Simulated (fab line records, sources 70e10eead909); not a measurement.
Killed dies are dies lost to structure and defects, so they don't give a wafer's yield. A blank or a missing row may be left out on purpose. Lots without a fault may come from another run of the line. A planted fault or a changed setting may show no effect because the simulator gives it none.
Which tool did it? | flow nand_harc | 13 lots, 39 wafers sampled, at 4 steps of a route of 1302

WHAT THE GAUGES READ, wafer by wafer
NHARC_A_BLC_INSPECT_12. Usual: raw_defect_count 87, standard deviation 36.
lot  | measured     | on                | raw_defect_count | flag
L867 | day 22 16:41 | defect_inspect-01 | 86 68 69         |
L869 | day 23 08:12 | defect_inspect-02 | 159 158 166      |
L870 | day 23 14:01 | defect_inspect-01 | 108 118 111      |
L871 | day 23 16:08 | defect_inspect-01 | 75 63 67         |
L872 | day 24 19:47 | defect_inspect-01 | 93 82 80         |
L875 | day 25 19:55 | defect_inspect-01 | 28 36 35         |
L876 | day 26 06:21 | defect_inspect-02 | 35 32 41         |
L877 | day 26 23:06 | defect_inspect-02 | 144 149 140      |
L878 | day 27 19:28 | defect_inspect-01 | 62 55 55         |
L883 | day 28 23:47 | defect_inspect-01 | 140 169 140      |
L884 | day 29 00:59 | defect_inspect-01 | 35 29 19         |
L890 | day 31 02:25 | defect_inspect-02 | 118 112 119      |
L889 | day 31 08:32 | defect_inspect-02 | 75 66 73         |

WHICH TOOL RAN EACH LOT (tool, then ch and the chambers of the sampled wafers, then the start)
lot  | NHARC_A_CONTACT_ETCH_134             | NHARC_A_CONTACT_ETCH_98                       | NHARC_A_BLC_SOFTBAKE_05
L867 | har_cap_etch-03 ch 0,1, day 22 11:18 | rie_diel-08 ch 1,2,3, day 22 16:00 or earlier | litho_track-04 ch 0, day 22 16:00
L869 | har_cap_etch-02 ch 0, day 23 02:50   | rie_diel-08 ch 1,3, day 23 04:51              | litho_track-01 ch 0, day 23 07:00
L870 | har_cap_etch-03 ch 0,1, day 23 08:53 | rie_diel-10 ch 1,3, day 23 13:00 or earlier   | litho_track-04 ch 0, day 23 13:00
L871 | har_cap_etch-02 ch 0,1, day 23 10:15 | rie_diel-10 ch 2,3, day 23 15:00 or earlier   | litho_track-04 ch 0, day 23 15:00
L872 | har_cap_etch-03 ch 0,1, day 24 14:41 | rie_diel-04 ch 0,1,3, day 24 19:00 or earlier | litho_track-06 ch 0, day 24 19:00
L875 | har_cap_etch-03 ch 0,1, day 25 14:56 | rie_diel-10 ch 1,2, day 25 19:00 or earlier   | litho_track-01 ch 0, day 25 19:00
L876 | har_cap_etch-03 ch 0,1, day 26 01:17 | rie_diel-04 ch 0,2,3, day 26 05:00 or earlier | litho_track-04 ch 0, day 26 05:00
L877 | har_cap_etch-01 ch 0,1, day 26 17:53 | rie_diel-08 ch 1,2, day 26 22:00 or earlier   | litho_track-04 ch 0, day 26 22:00
L878 | har_cap_etch-01 ch 0,1, day 27 12:59 | rie_diel-04 ch 0,1,3, day 27 18:00 or earlier | litho_track-04 ch 0, day 27 18:00
L883 | har_cap_etch-03 ch 0,1, day 28 18:07 | rie_diel-08 ch 0,3, day 28 23:00 or earlier   | litho_track-04 ch 0, day 28 23:00
L884 | har_cap_etch-01 ch 0,1, day 28 19:45 | rie_diel-10 ch 0,2,3, day 29 00:00 or earlier | litho_track-04 ch 0, day 29 00:00
L890 | har_cap_etch-02 ch 0, day 30 21:20   | rie_diel-04 ch 0,2,3, day 31 01:00 or earlier | litho_track-01 ch 0, day 31 01:00
L889 | har_cap_etch-01 ch 0,1, day 31 03:31 | rie_diel-04 ch 0,1,2, day 31 08:00 or earlier | litho_track-06 ch 0, day 31 08:00
- NHARC_A_CONTACT_ETCH_134: etches the open film in C4F8/O2/Ar, time 140 s, target depth 700 nm.
- NHARC_A_CONTACT_ETCH_98: etches the open film in C4F6/O2, target depth 20 nm, time 10 s.
- NHARC_A_BLC_SOFTBAKE_05: time 55 s.

WHAT THE TOOLS THEMSELVES READ (means of the sampled wafers that have a number; where no wafer has one, the mark that the record gives instead)
NHARC_A_CONTACT_ETCH_98. Usual: drypump_motor_current_A 5.6 A, standard deviation 0.47; o2_flow_sccm 19.99 sccm, standard deviation 0.068; oes_product_au 0.957 a.u., standard deviation 0.022; rf_vpp_V 548 V, standard deviation 3.5; showerhead_plenum_p_Torr 3.98 Torr, standard deviation 0.17; throttle_valve_pct 26.904 %, standard deviation 0.0095.
lot  | tool        | drypump_motor_current_A (A) | o2_flow_sccm (sccm) | oes_product_au (a.u.) | rf_vpp_V (V) | showerhead_plenum_p_Torr (Torr) | throttle_valve_pct (%) | flag
L867 | rie_diel-08 | 5.6                         | 19.98               | 0.946                 | 547          | 3.94                            | 26.903                 |
L869 | rie_diel-08 | 5.2                         | 20.01               | 0.963                 | 549          | 3.96                            | 26.900                 |
L870 | rie_diel-10 | 5.6                         | 20.02               | 0.996                 | 550          | 4.07                            | 26.893                 |
L871 | rie_diel-10 | 5.3                         | 19.98               | 0.939                 | 551          | 4.10                            | 26.906                 |
L872 | rie_diel-04 | 5.5                         | 20.02               | 0.947                 | 546          | 3.91                            | 26.914                 |
L875 | rie_diel-10 | 5.4                         | 20.00               | 0.953                 | 551          | 4.14                            | 26.907                 |
L876 | rie_diel-04 | 5.8                         | 19.97               | 0.934                 | 545          | 3.85                            | 26.906                 |
L877 | rie_diel-08 | 6.0                         | 20.02               | 0.937                 | 546          | 3.90                            | 26.905                 |
L878 | rie_diel-04 | 5.5                         | 19.94               | 0.957                 | 547          | 3.90                            | 26.903                 |
L883 | rie_diel-08 | 5.8                         | 19.93               | 0.963                 | 549          | 4.10                            | 26.900                 |
L884 | rie_diel-10 | 5.3                         | 20.03               | 0.988                 | 550          | 4.07                            | 26.911                 |
L890 | rie_diel-04 | 5.8                         | 20.01               | 0.994                 | 546          | 3.84                            | 26.914                 |
L889 | rie_diel-04 | 6.0                         | 20.03               | 0.966                 | 547          | 3.93                            | 26.904                 |

NHARC_A_BLC_SOFTBAKE_05. Usual: heater_power_total_W 188.44 W, standard deviation 0.13.
lot  | tool           | heater_power_total_W (W) | flag
L867 | litho_track-04 | 188.43                   |
L869 | litho_track-01 | 188.32                   |
L870 | litho_track-04 | 188.51                   |
L871 | litho_track-04 | 188.54                   |
L872 | litho_track-06 | 188.37                   |
L875 | litho_track-01 | 188.41                   |
L876 | litho_track-04 | 188.32                   |
L877 | litho_track-04 | 188.39                   |
L878 | litho_track-04 | 188.43                   |
L883 | litho_track-04 | 199.80                   | OFF
L884 | litho_track-04 | 199.72                   | OFF
L890 | litho_track-01 | 188.32                   |
L889 | litho_track-06 | 188.34                   |

THE ANSWER, worked out from the rows above alone
Rule: a lot is off if the mean of its wafers that have a number lies more than 3 standard deviations from the usual mean. A lot without any number at a reading at which 4 lots or more have one is off too. The other lots that the step has rows for count as sound. The gauges are gone through in route order, then the tools' own readings, and for those a lot's mean is taken as printed above. The first step at which some lot is off is used, and at that step the reading that is off furthest; a lot without a number counts as furthest.
Off: L883, L884, at NHARC_A_BLC_SOFTBAKE_05 (heater_power_total_W).
A tool fits if, at that step or a process step before it, it ran every lot that is off, and no sound lot after the first of them. NHARC_A_CONTACT_ETCH_98 gives no start for some lots, so the hours and the order of its lots are those of NHARC_A_BLC_SOFTBAKE_05. One fits: litho_track-04 at NHARC_A_BLC_SOFTBAKE_05. Its last sound lot is L878 (day 27 18:00), its first lot that is off L883 (day 28 23:00): a fault that began between those two fits.
The tool's own readings at NHARC_A_BLC_SOFTBAKE_05 bear it out: on the lots that are off they differ by more than 5 times the standard deviation of the sound lots' means. heater_power_total_W reads 199.76 W there against 188.40 W on the sound lots.

WHAT THE SIMULATOR HAD PUT IN
Process parameter drift: litho_track-04, from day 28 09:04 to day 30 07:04, at NHARC_A_BLC_SOFTBAKE_05. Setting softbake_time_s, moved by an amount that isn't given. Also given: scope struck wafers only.
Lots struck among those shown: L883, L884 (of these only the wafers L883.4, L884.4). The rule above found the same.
